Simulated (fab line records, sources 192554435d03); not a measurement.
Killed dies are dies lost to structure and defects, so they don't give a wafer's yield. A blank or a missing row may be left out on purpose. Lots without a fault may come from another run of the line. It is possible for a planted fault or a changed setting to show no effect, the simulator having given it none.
Chamber matching    flow n5-finfet    cvd-co-02 running N5_BEOL_M5_PRE_CLEAN_77: 3 sister chambers
The step time 15 s. 6 wafers are shown with their chamber, then 10 later ones without.

WAFERS PAIRED WITH THEIR CHAMBERS
wafer   chamber  heater-power-w (W)
L086.2  1        94
L087.1  0        76
L087.4  2        68
L087.6  1        96
L091.4  0        75
L091.5  2        68

WAFERS WITH NO CHAMBER GIVEN
wafer   heater-power-w (W)
L091.6  97
L093.3  77
L093.5  70
L093.6  97
L096.3  70
L096.5  97
L096.6  70
L097.1  77
L097.2  70
L097.6  95

THE CHAMBER EACH PASSED THROUGH
wafer   from the rows above  in truth
L091.6  1                    1
L093.3  0                    0
L093.5  2                    2
L093.6  1                    1
L096.3  2                    2
L096.5  1                    1
L096.6  2                    2
L097.1  0                    0
L097.2  2                    2
L097.6  1                    1
Placed correctly: 10 of 10. Not placeable from these rows: 0. Wrongly placed: 0.
How it was worked out, from the rows above alone: a wafer's distance from a chamber is the root of the sum, over the readings, of the square of ((its reading less the chamber's mean) divided by the reading's scatter). The wafer belongs to the nearest chamber; if the next one is less than 2 further off, it can't be placed. Each chamber's mean is taken over the wafers shown for it. The scatter: take each reading less its chamber's mean, square it, sum over the shown wafers, divide by the number of wafers less the number of chambers, and take the root.
